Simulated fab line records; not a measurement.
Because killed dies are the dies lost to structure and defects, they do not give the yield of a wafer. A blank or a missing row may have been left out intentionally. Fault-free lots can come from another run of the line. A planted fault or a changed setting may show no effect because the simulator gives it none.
fab line records	flow n5Finfet
record: lots: 7	wafers: 21
route steps=1938 shown BEOL_M14@1753 BEOL_M15@1775
startH: hours from the record's opening day to when the first of the lot's shown wafers began	waitH: time in hours since the lot's previous step	" the same as in the row above	L1.1+2: a single row standing in for several wafers	- no value, or no start given	* or withheld: withheld	< > ~ a bound
route shown NAME@n: NAME is a module with steps in the file, n the number in the route of the first one	usual: average and standard deviation across the fault-free wafers	same: alike in all rows	chamber/n: place in a boat	sites: each site's reading	_std_site: standard deviation of those values	_edge_site: mean of outer sites minus mean of inner sites	radiusMm: for every site, how far away it sits from the centre of the wafer	mask NAME#n: copy n	behind: the last tool/chamber to shape the wafer	hold: reason for holding the lot/hours on hold/outcome of the hold	device: transistor that didn't switch, given as n, p or np	end of line: tests run on the same wafers once the route is complete	a step given without rows: its recipe and nothing more	killed: at the first sort, the dies lost to defects and structure; wafer yield is something else	map: a wafer's dies, marking killed ones x, the rest . and places with no die _
set.NAME: the setting the step ran with; set.NAME@STEP: the setting that earlier step ran with	model.NAME: the simulator's own value behind a step, which no gauge read
lots with deliberately changed settings; one table per step, one row per wafer
== steps ==
step: N5_BEOL_M14_TRENCH_ETCH_34
recipe: chemistry: C4F8/O2/Ar	target: SiO2	targetDepthA: 5566.5	maskMaterial: SOC	heInnerTorr: 15	heOuterTorr: 30	timeS: 126.9	ionEnergyEv: 800	pressureMtorr: 20	sourceW: 1905	biasW: 2040	Ar_flow_sccm: 400	C4F8_flow_sccm: 16	O2_flow_sccm: 12
lot.wafer	tool	chamber	startH	waitH	set.timeS	model.etch.depthNm
L074.3	rieDiel-06	2	278.69	0.0	126.9	558.5
L074.5	"	2	"	"	126.9	558.6
L074.6	"	3	"	"	126.9	565.9
L079.1	rieDiel-06	3	293.56	0.0	147.2	660.6
L079.3	"	2	"	"	147.2	650.3
L079.6	"	0	"	"	147.2	655
L086.2	rieDiel-01	2	331.00	0.0	126.9	579.4
L086.5	"	1	"	"	146.4	662.8
L086.6	"	0	"	"	146.4	650.7
L085.4	rieDiel-05	0	334.58	0.0	145.9	643.7
L085.5	"	0	"	"	145.9	645.3
L085.6	"	3	"	"	126.9	567.8
L088.1	rieDiel-06	0	345.74	0.0	126.9	553.4
L088.5	"	0	"	"	126.9	556.5
L088.6	"	1	"	"	126.9	553.1
L092.2	rieDiel-05	1	360.06	0.0	126.9	553.5
L092.5	"	2	"	"	126.9	564
L092.6	"	3	"	"	126.9	565.8
L096.2	rieDiel-06	0	400.54	0.0	126.9	555.2
L096.5	"	0	"	"	136.9	592.1
L096.6	"	3	"	"	136.9	598.9
step: N5_BEOL_M14_STRIP_70
recipe: chemistry: C4F8/O2/Ar	resist: SiARC	rfFrequencyHz: 6e+07
step: N5_BEOL_M14_OCD_MEAS_35
usual: trenchDepthNm: 561/6.9
lot.wafer	tool	chamber	startH	waitH	set.timeS@BEOL_M14_TRENCH_ETCH_34	trenchDepthNm
L074.3	ocd-02	-	278.85	0.0	126.9	558
L074.5	"	-	"	"	126.9	559
L074.6	"	-	"	"	126.9	566
L079.1	ocd-01	-	293.72	0.0	147.2	660
L079.3	"	-	"	"	147.2	650
L079.6	"	-	"	"	147.2	656
L086.2	ocd-01	-	331.16	0.0	126.9	579
L086.5	"	-	"	"	146.4	663
L086.6	"	-	"	"	146.4	651
L085.4	ocd-01	-	334.74	0.0	145.9	644
L085.5	"	-	"	"	145.9	645
L085.6	"	-	"	"	126.9	568
L088.1	ocd-02	-	345.89	0.0	126.9	553
L088.5	"	-	"	"	126.9	557
L088.6	"	-	"	"	126.9	553
L092.2	ocd-01	-	360.22	0.0	126.9	553
L092.5	"	-	"	"	126.9	564
L092.6	"	-	"	"	126.9	566
L096.2	ocd-02	-	400.69	0.0	126.9	555
L096.5	"	-	"	"	136.9	593
L096.6	"	-	"	"	136.9	599
step: N5_BEOL_M14_STRIP_37
recipe: chemistry: O2	powerW: 600	tempC: 60	pressureMtorr: 30	rfFrequencyHz: 6e+07	biasPowerW: 0	overashFraction: 0.3	o2FlowSccm: 225
step: N5_BEOL_M14_ETCH_38
recipe: chemistry: CF4/N2	target: SiCN	targetDepthA: 1065	taperDeg: 2	timeS: 120.6	ionEnergyEv: 150	maskMaterial: SiO2	pressureMtorr: 40	sourceW: 430	biasW: 70	Ar_flow_sccm: 100	cf4FlowSccm: 60	n2FlowSccm: 60
step: N5_BEOL_M14_ECD_47
recipe: material: Cu	targetThkA: 12480
step: N5_BEOL_M14_ANNEAL_48
recipe: tempC: 225	timeS: 90	ambient: N2
step: N5_BEOL_M14_CMP_49
recipe: stopOn: SiO2	tOverpolishS: 5.2	downForcePsi: 2	platenRpm: 80	clearingPlatenDownForcePsi: 2	clearingPlatenRpm: 80	postCmpClean: cuAlkaline	targetThkNm: 560	clearingPlatenPadVelocityMS: 1.5917	padVelocityMS: 1.5917
lot.wafer	tool	chamber	startH	waitH	set.timeS@BEOL_M14_TRENCH_ETCH_34	model.Cu_of_BEOL_M14_ECD_47.thkNm
L074.3	cmp-01	1	281.95	0.2	126.9	561.8
L074.6	"	0	"	"	126.9	568.8
L074.5	"	1	"	"	126.9	562.8
L079.3	cmp-02	3	295.82	0.2	147.2	655.8
L079.1	"	0	"	"	147.2	666
L079.6	"	3	"	"	147.2	662
L086.2	cmp-02	0	339.96	0.3	126.9	583.4
L086.5	"	2	"	"	146.4	666.6
L086.6	"	3	"	"	146.4	655.6
L085.4	cmp-02	2	340.22	0.3	145.9	649.4
L085.5	"	3	"	"	145.9	650.8
L085.6	"	0	"	"	126.9	572.8
L088.1	cmp-01	2	356.55	0.3	126.9	555.8
L088.5	"	0	"	"	126.9	558
L088.6	"	1	"	"	126.9	554.8
L092.2	cmp-02	0	364.70	0.2	126.9	556.6
L092.5	"	0	"	"	126.9	567
L092.6	"	1	"	"	126.9	569
L096.2	cmp-03	1	402.41	0.3	126.9	559
L096.6	"	2	"	"	136.9	601.6
L096.5	"	3	"	"	136.9	596.6
step: N5_BEOL_M14_THK_MEAS_50
recipe: thkMeasGauge: xrf	reads: Cu_of_BEOL_M14_ECD_47
usual: M14_THK: 570/7.7
lot.wafer	tool	chamber	startH	waitH	set.timeS@BEOL_M14_TRENCH_ETCH_34	M14_THK[nm]
L074.3	filmMetro-02	-	282.21	-	126.9	570
L074.5	"	-	"	"	126.9	571
L074.6	"	-	"	"	126.9	577
L079.1	filmMetro-01	-	296.07	-	147.2	668
L079.3	"	-	"	"	147.2	660
L079.6	"	-	"	"	147.2	664
L086.2	filmMetro-02	-	340.18	-	126.9	583
L086.5	"	-	"	"	146.4	668
L086.6	"	-	"	"	146.4	654
L085.4	filmMetro-01	-	340.41	-	145.9	650
L085.5	"	-	"	"	145.9	656
L085.6	"	-	"	"	126.9	577
L088.1	filmMetro-02	-	356.77	-	126.9	556
L088.5	"	-	"	"	126.9	563
L088.6	"	-	"	"	126.9	557
L092.2	filmMetro-02	-	365.00	-	126.9	566
L092.5	"	-	"	"	126.9	577
L092.6	"	-	"	"	126.9	574
L096.2	filmMetro-01	-	402.59	-	126.9	564
L096.5	"	-	"	"	136.9	598
L096.6	"	-	"	"	136.9	609
step: N5_BEOL_M14_PRE_CLEAN_52
recipe: gas: NH3	timeS: 15	tempC: withheld	rfPowerW: 300
step: N5_BEOL_M14_DEP_53
recipe: material: SiCN	targetThkA: 500	tempC: withheld	precursor: 3MS/NH3	pressureTorr: 3	rfW: 675	timeS: 17.8
step: N5_BEOL_M14_RS_MEAS_54
recipe: thkMeasGauge: four-point-probe	reads: Cu_of_BEOL_M14_ECD_47+Ta_of_BEOL_M14_SPUTTER_44+TaN_of_BEOL_M14_SPUTTER_43
usual: M14_RS: 0.0329/0.00042
lot.wafer	tool	chamber	startH	waitH	set.timeS@BEOL_M14_TRENCH_ETCH_34	M14_RS[ohm/sq]
L074.3	filmMetro-02	-	282.34	0.1	126.9	0.0331
L074.5	"	-	"	"	126.9	0.0330
L074.6	"	-	"	"	126.9	0.0327
L079.1	filmMetro-01	-	296.20	0.0	147.2	0.0278
L079.3	"	-	"	"	147.2	0.0282
L079.6	"	-	"	"	147.2	0.0279
L086.2	filmMetro-02	-	340.31	0.1	126.9	0.0318
L086.5	"	-	"	"	146.4	0.0278
L086.6	"	-	"	"	146.4	0.0282
L085.4	filmMetro-01	-	340.54	0.0	145.9	0.0285
L085.5	"	-	"	"	145.9	0.0285
L085.6	"	-	"	"	126.9	0.0324
L088.1	filmMetro-01	-	356.90	0.0	126.9	0.0335
L088.5	"	-	"	"	126.9	0.0333
L088.6	"	-	"	"	126.9	0.0334
L092.2	filmMetro-01	-	365.12	0.1	126.9	0.0334
L092.5	"	-	"	"	126.9	0.0328
L092.6	"	-	"	"	126.9	0.0327
L096.2	filmMetro-01	-	402.75	0.1	126.9	0.0333
L096.5	"	-	"	"	136.9	0.0311
L096.6	"	-	"	"	136.9	0.0309
step: N5_BEOL_M15_COAT_58
recipe: resist: BARC	tempC: 205	timeS: 60	spinRpm: 1500	resistThkNm: 89
lot.wafer	tool	chamber	startH	waitH	set.spinRpm	model.BARC_of_BEOL_M15_COAT_58.thkNm
L074.3	lithoTrack-04	0	282.68	0.0	1619	86
L074.5	"	0	"	"	1500	89.2
L074.6	"	0	"	"	1619	85.8
L079.1	lithoTrack-05	0	296.55	0.0	1385	92.6
L079.3	"	0	"	"	1500	89.2
L079.6	"	0	"	"	1500	89.4
L086.2	lithoTrack-03	0	340.65	0.0	1500	88.8
L086.5	"	0	"	"	1500	89
L086.6	"	0	"	"	1500	89.2
L085.4+5	lithoTrack-04	0	340.88	0.0	1431	91.4
L085.6	"	0	"	"	1431	91.8
L088.1	lithoTrack-03	0	357.26	0.0	1500	88.6
L088.5	"	0	"	"	1500	88.8
L088.6	"	0	"	"	1627	85
L092.2+5	lithoTrack-05	0	365.47	0.0	1500	89.2
L092.6	"	0	"	"	1500	89.4
L096.2	lithoTrack-04	0	403.10	0.0	1500	89
L096.5	"	0	"	"	1500	88.6
L096.6	"	0	"	"	1500	88.8
step: N5_BEOL_M15_EXPOSE_07
recipe: maskId: V14	na: 0.8	sourceShape: annular	sigmaInner: 0.5	sigmaOuter: 0.8	polarization: unpolarized	attpsmPhaseDeg: 180	doseMj: 41.25
lot.wafer	tool	chamber	startH	waitH	mask	set.doseMj
L074.3+5+6	krfScanner-01	0	282.79	-	V14#0	41.25
L079.1+3	krfScanner-01	0	296.65	-	V14#0	43.42
L079.6	"	0	"	"	V14#0	41.25
L086.2+5+6	krfScanner-02	0	340.88	-	V14#0	41.25
L085.4+5	krfScanner-01	0	341.12	-	V14#0	43.27
L085.6	"	0	"	"	V14#0	41.25
L088.1	krfScanner-02	0	357.48	-	V14#0	40.1
L088.5+6	"	0	"	"	V14#0	41.25
L092.2+5+6	krfScanner-01	0	365.57	-	V14#0	41.25
L096.2	krfScanner-02	0	403.33	-	V14#0	41.25
L096.5+6	"	0	"	"	V14#0	42.88
step: N5_BEOL_M15_PEB_08
recipe: pebTempC: 130	pebTimeS: 90
step: N5_BEOL_M15_DEVELOP_09
recipe: developTimeS: 45	rinseLiquid: diw	dry: airSpin	devTempC: 21
step: N5_BEOL_M15_HARDBAKE_14
recipe: tempC: 130	timeS: 120
step: N5_BEOL_M15_CD_MEAS_10
recipe: targetCdNm: 360	landingEnergyEv: 500	detector: seInlens	polarity: opening
usual: cdNm: 360.2/1.6
lot.wafer	tool	chamber	startH	waitH	set.doseMj@BEOL_M15_EXPOSE_07	cdNm
L074.3	cdSem-01	0	282.96	-	41.25	360.4
L074.5	"	0	"	"	41.25	360.5
L074.6	"	0	"	"	41.25	357.4
L079.1	cdSem-01	0	296.82	-	43.42	369.0
L079.3	"	0	"	"	43.42	368.2
L079.6	"	0	"	"	41.25	359.2
L086.2	cdSem-03	0	341.05	-	41.25	358.6
L086.5	"	0	"	"	41.25	362.0
L086.6	"	0	"	"	41.25	359.9
L085.4	cdSem-01	0	341.28	-	43.27	366.5
L085.5	"	0	"	"	43.27	370.5
L085.6	"	0	"	"	41.25	362.7
L088.1	cdSem-03	0	357.65	-	40.1	356.7
L088.5	"	0	"	"	41.25	360.3
L088.6	"	0	"	"	41.25	361.2
L092.2	cdSem-03	0	365.74	-	41.25	361.1
L092.5	"	0	"	"	41.25	362.7
L092.6	"	0	"	"	41.25	360.5
L096.2	cdSem-03	0	403.50	-	41.25	360.1
L096.5	"	0	"	"	42.88	363.6
L096.6	"	0	"	"	42.88	365.4
step: N5_BEOL_M15_DESCUM_15
recipe: chemistry: O2	timeS: 7.9	sourcePowerW: 50	biasPowerW: 20	pressureMtorr: 20	rfFrequencyHz: 2.712e+07	tempC: 40	o2FlowSccm: 225
step: N5_BEOL_M15_ETCH_59
recipe: chemistry: N2/H2	target: BARC	targetDepthA: 890	overetchA: 267	timeS: 67.9	ionEnergyEv: 200	pressureMtorr: 30	sourceW: 840	biasW: 150	n2FlowSccm: 200	h2FlowSccm: 200
lot.wafer	tool	chamber	startH	waitH	set.spinRpm@BEOL_M15_COAT_58	model.etch.depthNm
L074.3	rieDiel-02	1	283.32	0.0	1619	85.94
L074.5	"	3	"	"	1500	89.28
L074.6	"	1	"	"	1619	85.8
L079.1	rieDiel-02	2	296.94	0.0	1385	92.61
L079.3	"	0	"	"	1500	89.25
L079.6	"	2	"	"	1500	89.4
L086.2	rieDiel-04	2	341.17	0.0	1500	88.79
L086.5	"	0	"	"	1500	89.1
L086.6	"	3	"	"	1500	89.15
L085.4	rieDiel-02	2	341.61	0.0	1431	91.49
L085.5	"	2	"	"	1431	91.34
L085.6	"	1	"	"	1431	91.72
L088.1	rieDiel-02	3	357.78	0.0	1500	88.66
L088.5	"	0	"	"	1500	88.9
L088.6	"	1	"	"	1627	85.07
L092.2	rieDiel-02	1	365.87	0.0	1500	89.27
L092.5	"	3	"	"	1500	89.17
L092.6	"	0	"	"	1500	89.31
L096.2	rieDiel-04	3	403.62	0.0	1500	89.01
L096.5	"	0	"	"	1500	88.63
L096.6	"	3	"	"	1500	88.71
step: N5_BEOL_M15_VIA_ETCH_16
recipe: chemistry: C4F8/O2/Ar	target: SiO2	heInnerTorr: 15	heOuterTorr: 30	targetDepthA: 17922	timeS: withheld	ionEnergyEv: 800	pressureMtorr: 20	sourceW: 1905	biasW: 2040	Ar_flow_sccm: 400	C4F8_flow_sccm: 16	O2_flow_sccm: 12	ends: cleared
step: N5_BEOL_M15_STRIP_63
recipe: chemistry: O2	powerW: 600	tempC: 60	pressureMtorr: 30	rfFrequencyHz: 6e+07	biasPowerW: 0	overashFraction: 0.3	o2FlowSccm: 225
step: N5_BEOL_M15_STRIP_65
recipe: chemistry: postEtchResidueRemover	timeS: 60	tempC: 25	removerPh: withheld	removerWaterWtPct: withheld	removerFluorideWtPct: withheld
step: N5_BEOL_M15_SRD_66
recipe: timeS: 30	tempC: 23	rinseLiquid: diw	dry: n2Spin	spinRpm: 1500	dryTimeS: 30
step: N5_BEOL_M15_CD_MEAS_17
recipe: targetCdNm: 360	polarity: opening
usual: cdNm: 361.3/2.2
lot.wafer	tool	chamber	startH	waitH	set.doseMj@BEOL_M15_EXPOSE_07	cdNm
L074.3	cdSem-03	-	283.79	0.0	41.25	362.1
L074.5	"	-	"	"	41.25	361.1
L074.6	"	-	"	"	41.25	360.0
L079.1	cdSem-02	-	297.41	0.0	43.42	367.6
L079.3	"	-	"	"	43.42	366.7
L079.6	"	-	"	"	41.25	358.2
L086.2	cdSem-03	-	341.63	0.0	41.25	359.7
L086.5	"	-	"	"	41.25	361.2
L086.6	"	-	"	"	41.25	359.9
L085.4	cdSem-03	-	342.08	0.0	43.27	366.3
L085.5	"	-	"	"	43.27	370.5
L085.6	"	-	"	"	41.25	363.2
L088.1	cdSem-03	-	358.24	0.0	40.1	357.9
L088.5	"	-	"	"	41.25	362.6
L088.6	"	-	"	"	41.25	364.7
L092.2	cdSem-01	-	366.33	0.0	41.25	363.7
L092.5	"	-	"	"	41.25	362.9
L092.6	"	-	"	"	41.25	361.9
L096.2	cdSem-03	-	404.09	0.0	41.25	360.3
L096.5	"	-	"	"	42.88	362.1
L096.6	"	-	"	"	42.88	365.2
== key ==
split: step: N5_BEOL_M14_TRENCH_ETCH_34	setting: timeS	stated: 126.9	by: wafer
response: step: N5_BEOL_M14_TRENCH_ETCH_34	reading: model.etch.depthNm	change: +5.08	per: 1%	r: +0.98
response: step: N5_BEOL_M14_OCD_MEAS_35	reading: trenchDepthNm	change: +5.08	per: 1%	r: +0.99
response: step: N5_BEOL_M14_CMP_49	reading: model.Cu_of_BEOL_M14_ECD_47.thkNm	change: +5.11	per: 1%	r: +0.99
response: step: N5_BEOL_M14_THK_MEAS_50	reading: M14_THK	change: +5.09	per: 1%	r: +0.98
response: step: N5_BEOL_M14_RS_MEAS_54	reading: M14_RS	change: -0.000259	per: 1%	r: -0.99
split: step: N5_BEOL_M15_COAT_58	setting: spinRpm	stated: 1500	by: wafer
response: step: N5_BEOL_M15_COAT_58	reading: model.BARC_of_BEOL_M15_COAT_58.thkNm	change: -0.428	per: 1%	r: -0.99
response: step: N5_BEOL_M15_ETCH_59	reading: model.etch.depthNm	change: -0.432	per: 1%	r: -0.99
split: step: N5_BEOL_M15_EXPOSE_07	setting: doseMj	stated: 41.25	by: wafer
response: step: N5_BEOL_M15_CD_MEAS_10	reading: cdNm	change: +1.43	per: 1%	r: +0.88
response: step: N5_BEOL_M15_CD_MEAS_17	reading: cdNm	change: +1.35	per: 1%	r: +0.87
